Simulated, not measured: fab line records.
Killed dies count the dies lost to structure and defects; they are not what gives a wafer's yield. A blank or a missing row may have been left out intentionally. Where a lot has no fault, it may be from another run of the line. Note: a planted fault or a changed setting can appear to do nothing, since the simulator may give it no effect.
A lot that was struck, set against a sound lot ; flow n5Finfet ; 16 steps out of a route of 1938
Sound: these wafers, L462.4, L462.5, L462.6. Struck: wafer L464.6; the same lot's L464.4 was not struck, so it is left out; see the end for the cause.
For every step that has rows: the tool of each side, followed by ch and its chambers, followed by its first start. Under that, the readings that differ: sound wafers ; struck wafers ; difference of the means ; sigmas: that difference in standard deviations of wafers without a fault.
alike: readings whose means differ by less than 2 such deviations, and words and numbers that are the same on both sides. not compared: withheld readings, readings that some wafer has no value for, bounds like >300 that may hide the same value, and numbers for which the record gives no deviation and whose values overlap.
Wherever a step has rows on one side only, a row that says differs or no value, or a row with sigmas, the two part there. Non-overlapping numbers with no deviation appear without sigmas and do not part them. Lack of a reading on every wafer of one side parts them only where that side has two or more wafers.

first, 7 steps without rows for these wafers: N5_MIM_BOT_LITHO_COAT_02; N5_MIM_BOT_LITHO_EBR_04; N5_MIM_BOT_LITHO_SOFTBAKE_03 (time 90 s); N5_MIM_BOT_LITHO_EXPOSE_05 (exposes mask MIM BOT); N5_MIM_BOT_LITHO_PEB_06; N5_MIM_BOT_LITHO_DEVELOP_07 (develop time 60 s); N5_MIM_BOT_LITHO_HARDBAKE_09 (time 120 s).
N5_MIM_BOT_LITHO_CD_MEAS_08 targets a cd of 3000 nm.
  sound on cdSem-01 ch 0, day 13 01:53; struck on cdSem-02 ch 0, day 13 20:54
  alike: cdNm
N5_MIM_BOT_LITHO_OVL_MEAS_11:
  sound on overlay-01 ch 0, day 13 01:55; struck on overlay-02 ch 0, day 13 20:56
  alike: MIM_BOT_OVL
N5_MIM_BOT_LITHO_INSPECT_12: inspects for defects (macro).
  sound on defectInspect-02, day 13 01:56; struck on defectInspect-01, day 13 20:57
  alike: rawDefectCount
N5_MIM_BOT_LITHO_DESCUM_10: chemistry O2, time 7.9 s.
  sound on rieDiel-01 ch 2,3, day 13 01:58; struck on rieDiel-02 ch 3, day 13 21:01
reading;sound;struck;difference;sigmas
oesProductAu (a.u.);0.98 0.84 0.99;0.81;-0.13;-2
  alike: drypumpMotorCurrentA, rfVppV, showerheadPlenumPTorr, throttleValvePct
  not compared: rfHoursCounterH
N5_MIM_BOT_ETCH_ETCH_04: etches SiNx in CF4/O2, target depth 26 nm, time 13 s.
  sound on rieDiel-01 ch 2,3, day 13 02:02; struck on rieDiel-02 ch 3, day 13 21:05
reading;sound;struck;difference;sigmas
oesProductAu (a.u.);0.99 0.83 0.98;0.81;-0.12;-2
  alike: biasW, drypumpMotorCurrentA, oes_f_703_au, oes_o_777_au, rfVppV, showerheadPlenumPTorr, throttleValvePct
  not compared: rfHoursCounterH
N5_MIM_BOT_ETCH_ETCH_03: etches the open film in Cl2/BCl3, target depth 12 nm.
  sound on rieMetal-03 ch 0,1, day 13 02:09; struck on rieMetal-02 ch 0, day 13 21:10
reading;sound;struck;difference;sigmas
oesProductAu (a.u.);0.71 0.88 0.71;0.98;+0.21;+4
model.etch.depthNm (nm);11.79 12.3 11.75;17.76;+5.81;
model.MIM_BOT_ETCH.cdOffsetNm (nm);-0.2 0 -0.4;-2.6;-2.4;
  alike: biasW, drypumpMotorCurrentA, heBacksideLeakSccm, throttleValvePct
  not compared: rfHoursCounterH, model.coat_of_MIM_BOT_LITHO_COAT_02.thkNm
N5_MIM_BOT_ETCH_ETCH_00: etches TiN in Cl2/BCl3, target depth 45.5 nm.
  sound on rieMetal-03 ch 0,1, day 13 02:15; struck on rieMetal-02 ch 0, day 13 21:16
reading;sound;struck;difference;sigmas
model.MIM_BOT_ETCH.cdOffsetNm (nm);-0.4 0 -0.6;-2.8;-2.5;
  alike: biasW, drypumpMotorCurrentA, heBacksideLeakSccm, oesProductAu, throttleValvePct
  not compared: rfHoursCounterH, model.coat_of_MIM_BOT_LITHO_COAT_02.thkNm
N5_MIM_BOT_ETCH_STRIP_01: strips in O2.
  sound on rieDiel-02 ch 1,2,3, day 13 02:22; struck on rieDiel-01 ch 0, day 13 21:22
  alike: drypumpMotorCurrentA, oesProductAu, rfVppV, showerheadPlenumPTorr, throttleValvePct
  not compared: rfHoursCounterH
following that, these wafers have no rows for 1 step: N5_PASSIVATION_PROBE_49.

WHERE THEY PART
At N5_MIM_BOT_LITHO_DESCUM_10 first; at N5_MIM_BOT_ETCH_ETCH_03 last (within this record only). Later steps at which nothing parts them and some readings are alike: N5_MIM_BOT_ETCH_ETCH_00, N5_MIM_BOT_ETCH_STRIP_01.

WHY: the cause the simulator had injected
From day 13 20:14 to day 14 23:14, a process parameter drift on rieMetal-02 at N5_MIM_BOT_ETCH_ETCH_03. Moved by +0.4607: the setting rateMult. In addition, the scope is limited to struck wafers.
